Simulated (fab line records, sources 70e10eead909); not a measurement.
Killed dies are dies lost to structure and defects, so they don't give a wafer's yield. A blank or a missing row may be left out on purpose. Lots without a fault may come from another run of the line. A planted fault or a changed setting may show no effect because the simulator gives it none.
Chamber matching | flow nand_harc | NHARC_A_M1_DESCUM_14 on rie_diel-11: 4 sister chambers
The step chemistry O2, time 3 s. 18 wafers are shown with their chamber, then 9 later ones without.

WAFERS WITH THEIR CHAMBER
wafer  | chamber | showerhead_plenum_p_Torr (Torr) | drypump_motor_current_A (A) | oes_product_au (a.u.)
L077.3 | 0       | 1.89                            | 6.12                        | 1.006
L077.4 | 2       | 2.02                            | 5.86                        | 1.002
L077.6 | 3       | 1.98                            | 6.08                        | 0.990
L076.1 | 3       | 1.98                            | 6.08                        | 1.001
L076.2 | 2       | 2.01                            | 5.86                        | 1.003
L076.6 | 3       | 1.98                            | 6.09                        | 0.991
L079.2 | 2       | 2.01                            | 5.90                        | 1.004
L079.3 | 0       | 1.89                            | 6.07                        | 1.002
L079.5 | 2       | 2.01                            | 5.92                        | 1.002
L080.1 | 0       | 1.89                            | 6.06                        | 1.015
L080.2 | 1       | 1.83                            | 6.25                        | 0.998
L080.3 | 3       | 1.98                            | 6.08                        | 0.995
L082.1 | 2       | 2.01                            | 5.89                        | 1.003
L082.4 | 0       | 1.89                            | 6.10                        | 1.001
L082.5 | 0       | 1.89                            | 6.06                        | 1.009
L082.2 | 1       | 1.83                            | 6.26                        | 1.005
L082.3 | 3       | 1.98                            | 6.09                        | 1.001
L082.6 | 1       | 1.83                            | 6.26                        | 1.013

SIGNATURES (means of the wafers above)
reading                  | chamber 0 | chamber 1 | chamber 2 | chamber 3 | scatter within a chamber
showerhead_plenum_p_Torr | 1.8900    | 1.8300    | 2.0120    | 1.9800    | 0.00239
drypump_motor_current_A  | 6.0820    | 6.2567    | 5.8860    | 6.0840    | 0.0203
oes_product_au           | 1.00660   | 1.00533   | 1.00280   | 0.99560   | 0.00504
Rule: a wafer's distance from a chamber is the root of the sum, over the readings, of the square of ((its reading less the chamber's mean) divided by the reading's scatter). The wafer belongs to the nearest chamber; if the next one is less than 2 further off, it can't be placed. The scatter: the root of (the sum of the squares of (reading less its chamber's mean) over the shown wafers, divided by (wafers less chambers)).

WAFERS WITHOUT THEIR CHAMBER
wafer  | showerhead_plenum_p_Torr (Torr) | drypump_motor_current_A (A) | oes_product_au (a.u.)
L095.2 | 2.01                            | 5.90                        | 0.992
L095.5 | 1.83                            | 6.26                        | 0.991
L095.6 | 2.01                            | 5.85                        | 1.002
L097.1 | 2.01                            | 5.93                        | 0.993
L097.2 | 1.83                            | 6.21                        | 0.992
L097.5 | 1.97                            | 6.07                        | 0.989
L097.3 | 1.89                            | 6.07                        | 1.006
L097.4 | 1.97                            | 6.06                        | 0.990
L097.6 | 2.01                            | 5.91                        | 0.993

WHICH CHAMBER EACH WENT THROUGH
wafer  | from the rows above | in truth
L095.2 | 2                   | 2
L095.5 | 1                   | 1
L095.6 | 2                   | 2
L097.1 | 2                   | 2
L097.2 | 1                   | 1
L097.5 | 3                   | 3
L097.3 | 0                   | 0
L097.4 | 3                   | 3
L097.6 | 2                   | 2
Placed correctly: 9 of 9. Can't be placed from these rows: 0. Placed wrongly: 0.
